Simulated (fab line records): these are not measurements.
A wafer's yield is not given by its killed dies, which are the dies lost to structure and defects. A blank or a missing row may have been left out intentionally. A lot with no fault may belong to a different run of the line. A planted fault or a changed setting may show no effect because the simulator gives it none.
2 desks looking at one fault    flow n5-finfet    each desk holds nothing but its own numbers, with what lay behind them at the end

AT THE TOOL OWNER'S DESK: plasma-asher-02
The tool's own readings at N5_BEOL_M13_STRIP_37 (strips in N2/H2): means of the sampled wafers that have a number, for each lot that ran on this tool. A lot is out of limits, marked OUT, if its mean lies more than 4 standard deviations from the usual mean; the brackets give that distance.
Columns: A = drypump-motor-current-A at N5_BEOL_M13_STRIP_37, usual 5.6 A; B = heater-power-w at N5_BEOL_M13_STRIP_37, usual 324 W; C = oes-product-au at N5_BEOL_M13_STRIP_37, usual 0.784 a.u.; D = temp-c at N5_BEOL_M13_STRIP_37, usual 250.02 C
lot   first seen here  A    B    C      D
L510  day 11 08:59     5.8  332  0.797  249.78
L511  day 11 13:08     5.8  335  0.790  250.08
L509  day 11 14:11     5.8  339  0.789  249.99
L512  day 11 19:13     5.8  334  0.786  249.91
L523  day 14 12:25     6.4  300  0.791  250.21
L525  day 15 09:57     6.1  322  0.779  250.14
This desk's finding: nothing out of limits on any of the 6 lots.

AT THE METROLOGY DESK
What the gauges read, lot by lot, whatever tool the lot ran on: means of the sampled wafers that have a number. A lot is out of limits, marked OUT, if its mean lies more than 4 standard deviations from the usual mean; the brackets give that distance.
Columns: A = cd-nm at N5_PASSIVATION_CD_MEAS_30, usual 3999.5 nm
lot   first seen here  A
L508  day 12 04:05     3999.5
L510  day 12 13:53     3998.5
L511  day 12 14:29     3996.2
L509  day 12 20:04     3998.3
L512  day 12 21:05     3997.3
L514  day 13 16:10     3998.8
L515  day 13 19:42     3999.1
L519  day 14 19:23     3999.4
L523  day 15 14:32     3999.2
L525  day 16 13:26     3999.7
L530  day 17 11:40     3998.7
L529  day 18 00:29     4000.8
This desk's finding: nothing out of limits on any of the 12 lots.

PUT TOGETHER
The desk of the tool owner found nothing out of limits.
At the metrology desk, nothing out of limits was observed.

WHAT WAS PUT IN BY THE SIMULATOR
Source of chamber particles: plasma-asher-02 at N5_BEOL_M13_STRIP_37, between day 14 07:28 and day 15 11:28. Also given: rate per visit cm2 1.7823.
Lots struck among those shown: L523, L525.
